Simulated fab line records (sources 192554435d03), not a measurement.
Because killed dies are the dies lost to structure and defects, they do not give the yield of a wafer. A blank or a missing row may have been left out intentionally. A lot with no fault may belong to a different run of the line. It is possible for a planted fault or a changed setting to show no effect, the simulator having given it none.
Problem report, 8D (eight disciplines) form, completed by code || flow n5 finfet || the parts of the form that need people (team, actions taken, sign-off) are left out

## 1. THE PROBLEM
Mean of time to endpoint s at N5_BEOL_M2_CMP_52: 88 s across 2 wafers in 2 lots; on wafers with no fault it is 61 s (standard deviation 4.4). Relative to the usual mean, that is a shift of +6.1 standard deviations.
The step: polishes, stops on SiOC, t overpolish 6.8 s, target thk 40 nm.
First seen on wafer L167.6, day 11 00:42, on cmp-01. Wafers with a number at this step in the record: 30, from 13 lots. Rule for "out" (also "out of limits"): further than 4 standard deviations from the usual mean. The rest of the wafers with a number are treated as sound.

## 2. WHAT THIS IS AND IS NOT
{"question": "which readings at this step", "is": "time to endpoint s", "is not": "motor current A, retaining ring pressure frac, slurry filter dp kPa"}
{"question": "which lots", "is": "L167, L170", "is not": "L151, L152, L153, L155, L156, L157, L159, L160, L161, L162, L164"}
{"question": "which wafers of those lots", "is": "L167.6, L170.2", "is not": "L167.1, L170.3"}
{"question": "read on which tools", "is": "cmp-01, cmp-02", "is not": "cmp-03"}
{"question": "when", "is": "from day 11 00:42", "is not": "up to then (27 sound wafers); but 1 sound wafer of L170 came after"}

## 3. WHAT RULES OUT EACH SUSPECT
Counting: any tool at a process step up to the reading remains a suspect provided it ran every lot that is out. Sound lots after the first of them don't rule it out here, since some wafers of a struck lot are sound.
- pvd sputter-01 at N5_BEOL_M2_SPUTTER_92 (material Cu, target thk 4.5 nm, time 8.29 s): kept. Every lot that is out went through it, the first being L167 (day 10 23:41); the last sound lot it ran before that was L162 (day 10 03:13).
- pvd sputter-01 at N5_BEOL_M2_SPUTTER_94 (material Cu, target thk 4.5 nm, time 8.29 s): kept. Every lot that is out went through it, the first being L167 (day 10 23:55); the last sound lot it ran before that was L162 (day 10 03:26).
- pvd sputter-01 at N5_BEOL_M2_ANNEAL_95 (time 240 s): kept. Every lot that is out went through it, the first being L167 (day 10 23:59); the last sound lot it ran before that was L162 (day 10 03:31).
- ecd cu-01 at N5_BEOL_M2_ECD_50 (material Cu, target thk 300 nm): kept. Every lot that is out went through it, the first being L167 (day 11 00:14); the last sound lot it ran before that was L164 (day 10 05:27).
Left after counting: pvd sputter-01 at N5_BEOL_M2_SPUTTER_92, pvd sputter-01 at N5_BEOL_M2_SPUTTER_94, pvd sputter-01 at N5_BEOL_M2_ANNEAL_95, ecd cu-01 at N5_BEOL_M2_ECD_50.

## 4. THE CAUSE (what the simulator had put in)
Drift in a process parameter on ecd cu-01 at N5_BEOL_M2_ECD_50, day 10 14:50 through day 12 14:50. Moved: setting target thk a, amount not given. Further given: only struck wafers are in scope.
Counting leaves 4 suspects; this tool is one of them.

## 5. THE CHAIN OF EFFECTS, in route order
One row per reading whose mean, taken over the struck wafers that have a number, lies over 3 standard deviations from the usual. Readings are gone through only where the record gives a usual standard deviation; hours: the median, over the lots, of the time from a lot's start at the first step in this table giving one to that lot's start at this step; sigmas: the change measured in usual standard deviations.
{"hours": 0, "step": "N5_BEOL_M2_CMP_52", "reading": "time to endpoint s", "usual": "61 s", "on struck wafers": 88, "change": "+27", "sigmas": "+6.1"}
Process steps it contains:
- N5_BEOL_M2_CMP_52: polishes, stops on SiOC, t overpolish 6.8 s, target thk 40 nm.
At these later measuring or inspecting steps, every struck wafer for which the step has a row has a number for every such reading, and none has moved that far: N5_BEOL_M4_RC_MEAS_101.

## 6. HOW IT WOULD HAVE BEEN CAUGHT EARLIER
The fault began at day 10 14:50; the first out-of-limits reading in this record came at day 11 00:42, 10 hours later.
Among the 2 lots that are out, L170 began N5_BEOL_M2_ECD_50 on ecd cu-01 after day 11 00:42. It would have been spared by a hold on the tool at that moment.
